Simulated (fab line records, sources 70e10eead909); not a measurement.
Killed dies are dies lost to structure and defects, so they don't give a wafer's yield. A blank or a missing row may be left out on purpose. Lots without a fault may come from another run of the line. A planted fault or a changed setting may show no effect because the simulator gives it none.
Chamber matching | flow nand_harc | NHARC_A_M0_PRE_CLEAN_31 on pecvd-04: 3 sister chambers
The step time 12 s. 3 wafers are shown with their chamber, then 12 later ones without.

WAFERS WITH THEIR CHAMBER
wafer  | chamber | heater_power_w (W)
L083.4 | 1       | 566
L085.4 | 2       | 657
L085.6 | 0       | 518

WAFERS WITHOUT THEIR CHAMBER
wafer  | heater_power_w (W)
L089.2 | 662
L089.4 | 656
L089.5 | 566
L091.2 | 521
L091.3 | 639
L091.6 | 653
L093.1 | 696
L093.2 | 543
L093.5 | 641
L097.2 | 660
L097.4 | 540
L097.6 | 579

WHICH CHAMBER EACH WENT THROUGH
wafer  | from the rows above     | in truth
L089.2 | 2                       | 2
L089.4 | 2                       | 2
L089.5 | 1                       | 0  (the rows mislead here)
L091.2 | 0                       | 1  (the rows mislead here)
L091.3 | 2                       | 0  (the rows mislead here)
L091.6 | 2                       | 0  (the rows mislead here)
L093.1 | 2                       | 2
L093.2 | can't be placed: 1 or 0 | 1
L093.5 | 2                       | 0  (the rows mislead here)
L097.2 | 2                       | 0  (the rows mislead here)
L097.4 | can't be placed: 0 or 1 | 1
L097.6 | 1                       | 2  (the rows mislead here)
Placed correctly: 3 of 12. Can't be placed from these rows: 2 (the true chamber is among the candidates in 2). Placed wrongly: 7.
How it was worked out, from the rows above alone: a wafer's distance from a chamber is the root of the sum, over the readings, of the square of ((its reading less the chamber's mean) divided by the reading's scatter). The wafer belongs to the nearest chamber; if the next one is less than 2 further off, it can't be placed. A chamber's mean is the mean of its shown wafers. The scatter: with one shown wafer a chamber, the root of the mean of the squares of how far each hidden wafer lies from its nearest shown one.
